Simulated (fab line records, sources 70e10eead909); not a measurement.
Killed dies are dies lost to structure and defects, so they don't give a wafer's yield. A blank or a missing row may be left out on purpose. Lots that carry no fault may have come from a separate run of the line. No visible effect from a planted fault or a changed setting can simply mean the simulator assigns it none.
A lot that was struck, set against a sound lot | flow nand harc | 43 out of 1159 route steps
Sound: wafers L839.3, L839.4, L839.5. Struck: wafers L847.1, L847.3. (L847.2 of the same lot was not struck and is left out.) The cause comes at the end.
Per side, at each step with rows, come the tool, then ch with its chambers, and then its first start. Under that, the readings that differ: sound wafers | struck wafers | difference of the means | sigmas: that difference in standard deviations of wafers without a fault.
alike: words and numbers the same on both sides, and readings whose means are apart by under 2 such deviations; not compared: readings that were withheld, readings missing a value for some wafer, numbers with overlapping values and no deviation given by the record, and bounds like >300 which may hide the same value.
The two part at a step that has a row with sigmas, a row that says differs or no value, or rows on one side only. Numbers that have no deviation but don't overlap get no sigmas and don't part them. A reading that every wafer of one side lacks parts them only if that side has two wafers or more.

first, 3 steps without rows for these wafers: NHARC_A_CONTACT_EXPOSE_66 (exposes mask A CC 2); NHARC_A_CONTACT_PEB_67 (peb time 65 s); NHARC_A_CONTACT_DEVELOP_68 (develop time 35 s).
NHARC_A_CONTACT_CD_MEAS_69 targets a cd of 200 nm.
  sound on cd sem-03 ch 0, day 17 02:05; struck on cd sem-03 ch 0, day 19 19:50
  alike: cd nm
NHARC_A_CONTACT_OVL_MEAS_70:
  sound on overlay-01, day 17 02:10; struck on overlay-01, day 19 19:56
  reading           | sound       | struck    | difference | sigmas
  overlay y nm (nm) | 1.0 2.0 1.5 | -1.1 -0.6 | -2.4       | -2
  alike: overlay x nm
NHARC_A_CONTACT_INSPECT_71:
  sound on defect inspect-02, day 17 02:12; struck on defect inspect-02, day 19 19:58
  alike: raw defect count
then, 5 steps without rows for these wafers: NHARC_A_CONTACT_DESCUM_74 (chemistry O2, time 3 s); NHARC_A_CONTACT_ETCH_75 (etches the open film in CF4, target depth 39 nm, time 65 s); NHARC_A_CONTACT_ETCH_76 (etches the open film in N2/H2, target depth 260 nm, time 475.3 s); NHARC_A_CONTACT_ETCH_77 (etches the open film in CF4/CHF3, target depth 72.6 nm, time 36.3 s); NHARC_A_CONTACT_ETCH_78 (etches the open film in O2/COS, target depth 2800 nm, time 728 s).
NHARC_A_CONTACT_ETCH_124: etches the open film in C4F8/O2/Ar, time 140 s, target depth 700 nm.
  sound on har cap etch-02 ch 0,1, day 17 03:44; struck on har cap etch-03 ch 1, day 19 21:17
  alike: chamber pressure mTorr
  not compared: rf hours counter h
NHARC_A_CONTACT_ETCH_125: etches the open film in C4F8/O2/Ar, time 155 s, target depth 956 nm.
  sound on har cap etch-02 ch 0,1, day 17 03:55; struck on har cap etch-03 ch 1, day 19 21:29
  alike: chamber pressure mTorr
  not compared: rf hours counter h
NHARC_A_CONTACT_ETCH_126: etches the open film in C4F8/O2/Ar, time 155 s, target depth 956 nm.
  sound on har cap etch-02 ch 0,1, day 17 04:04; struck on har cap etch-03 ch 1, day 19 21:37
  alike: chamber pressure mTorr
  not compared: rf hours counter h
then, 1 step without rows for these wafers: NHARC_A_CONTACT_ETCH_127 (etches the open film in C4F8/O2/Ar, time 155 s, target depth 956 nm).
NHARC_A_CONTACT_ETCH_128: etches the open film in C4F8/O2/Ar, time 155 s, target depth 956 nm.
  sound on har cap etch-02 ch 0,1, day 17 04:20; struck on har cap etch-03 ch 1, day 19 21:54
  alike: chamber pressure mTorr
  not compared: rf hours counter h
then, 1 step without rows for these wafers: NHARC_A_CONTACT_ETCH_129 (etches the open film in C4F8/O2/Ar, time 155 s, target depth 956 nm).
NHARC_A_CONTACT_ETCH_130: etches the open film in C4F8/O2/Ar, time 155 s, target depth 956 nm.
  sound on har cap etch-02 ch 0,1, day 17 04:37; struck on har cap etch-03 ch 1, day 19 22:11
  alike: chamber pressure mTorr
  not compared: rf hours counter h
then, 5 steps without rows for these wafers: NHARC_A_CONTACT_ETCH_131 (etches the open film in C4F8/O2/Ar, time 155 s, target depth 956 nm); NHARC_A_CONTACT_ETCH_132 (etches the open film in C4F8/O2/Ar, time 156 s, target depth 958 nm); NHARC_A_CONTACT_ETCH_133 (etches the open film in C4F8/O2/Ar, time 195 s, target depth 840 nm); NHARC_A_CONTACT_ETCH_91 (etches the open film in CH3F/O2, target depth 40 nm, time 85.7 s); NHARC_A_CONTACT_ETCH_97 (etches the open film in C4F6/O2, target depth 20 nm, time 10 s).
NHARC_A_CONTACT_CD_MEAS_80:
  sound on cd sem-03, day 17 05:47; struck on cd sem-01, day 19 23:24
  reading    | sound             | struck      | difference | sigmas
  cd nm (nm) | 186.9 187.2 187.2 | 189.7 189.7 | +2.6       | +3
then, 6 steps without rows for these wafers: NHARC_A_CONTACT_STRIP_103 (strips in N2/H2); NHARC_A_CONTACT_STRIP_104 (strips in CF4/CHF3); NHARC_A_CONTACT_STRIP_105 (strips in O2/COS); NHARC_A_CONTACT_ETCH_106 (etches the open film in CF4/O2, target depth 60 nm, overetch 6 nm, time 33 s); NHARC_A_CONTACT_STRIP_82 (strips in O2); NHARC_A_CONTACT_STRIP_83 (strips in post etch residue remover, time 600 s).
NHARC_A_CONTACT_DEP_84: deposits aC, target thk 2000 nm.
  sound on acl dep-01 ch 0, day 17 08:47; struck on acl dep-03 ch 0, day 20 00:34
  alike: throttle valve pct
then, 11 steps without rows for these wafers: NHARC_A_CONTACT_DEP_85 (deposits SiON, target thk 50 nm); NHARC_A_CONTACT_DEHYDRATE_00 (time 120 s); NHARC_A_CONTACT_HMDS_01 (time 30 s); NHARC_A_CONTACT_COAT_86 (time 75 s); NHARC_A_CONTACT_COAT_87 (time 65 s); NHARC_A_CONTACT_COAT_02 (resist thk 90 nm); NHARC_A_CONTACT_SOFTBAKE_03 (time 55 s); NHARC_A_CONTACT_EBR_04; NHARC_A_CONTACT_EXPOSE_05 (exposes mask A CC); NHARC_A_CONTACT_PEB_06 (peb time 65 s); NHARC_A_CONTACT_DEVELOP_07 (develop time 35 s).
-- jump in the record: it breaks off in module A_CONTACT and resumes in module END (first step shown: number 1159 of the route), and 2 days separate the struck wafers' starts before and after --
NHARC_END_SORT_01:
  here the record holds rows for the struck wafers (prober-01 ch 0, day 22 08:14) but none for the sound ones

WHERE THEY PART
First at NHARC_A_CONTACT_OVL_MEAS_70; last, within this record, at NHARC_END_SORT_01.

WHY: whatever the simulator had introduced
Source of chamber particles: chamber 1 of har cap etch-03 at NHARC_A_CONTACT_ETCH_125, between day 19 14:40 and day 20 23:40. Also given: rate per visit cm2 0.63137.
